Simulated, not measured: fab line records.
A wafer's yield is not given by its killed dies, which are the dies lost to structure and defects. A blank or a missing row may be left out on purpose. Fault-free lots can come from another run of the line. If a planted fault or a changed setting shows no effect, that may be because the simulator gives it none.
Chamber matching	flow nand-harc	NHARC_A_DECK1_JOINT_CMP_02 on cmp-04: 4 sister chambers
The step polishes SiOx. 8 wafers are shown with their chamber, then 9 later ones without.

## WAFERS WITH THEIR CHAMBER
wafer	chamber	motor-current-A (A)
L076.6	0	13.1
L081.4	0	13.5
L086.5	2	13.0
L088.3	3	10.5
L088.5	1	11.3
L090.2	3	10.2
L090.5	1	11.6
L090.6	2	13.0

## WAFERS WITH NO CHAMBER GIVEN
wafer	motor-current-A (A)
L093.1	13.4
L093.4	11.2
L093.6	10.4
L095.2	13.0
L095.5	13.8
L095.6	11.3
L097.1	9.9
L097.2	12.8
L097.5	10.5

## CHAMBER TAKEN BY EACH
wafer	from the rows above	in truth
L093.1	can't be placed: 0 or 2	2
L093.4	1	1
L093.6	3	3
L095.2	can't be placed: 2 or 0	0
L095.5	can't be placed: 0 or 2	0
L095.6	1	1
L097.1	3	3
L097.2	can't be placed: 2 or 0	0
L097.5	3	3
5 of 9 placed correctly. These rows do not allow placing 4 (true chamber among the candidates in 4). Wrongly placed: 0.
How it was worked out, from the rows above alone: a wafer's distance from a chamber is the root of the sum, over the readings, of the square of ((its reading less the chamber's mean) divided by the reading's scatter). The wafer belongs to the nearest chamber; if the next one is less than 2 further off, it can't be placed. A chamber's mean is the mean of its shown wafers. The scatter is the square root of a quotient: the sum, over the shown wafers, of each reading's squared deviation from its chamber's mean, divided by wafers minus chambers.
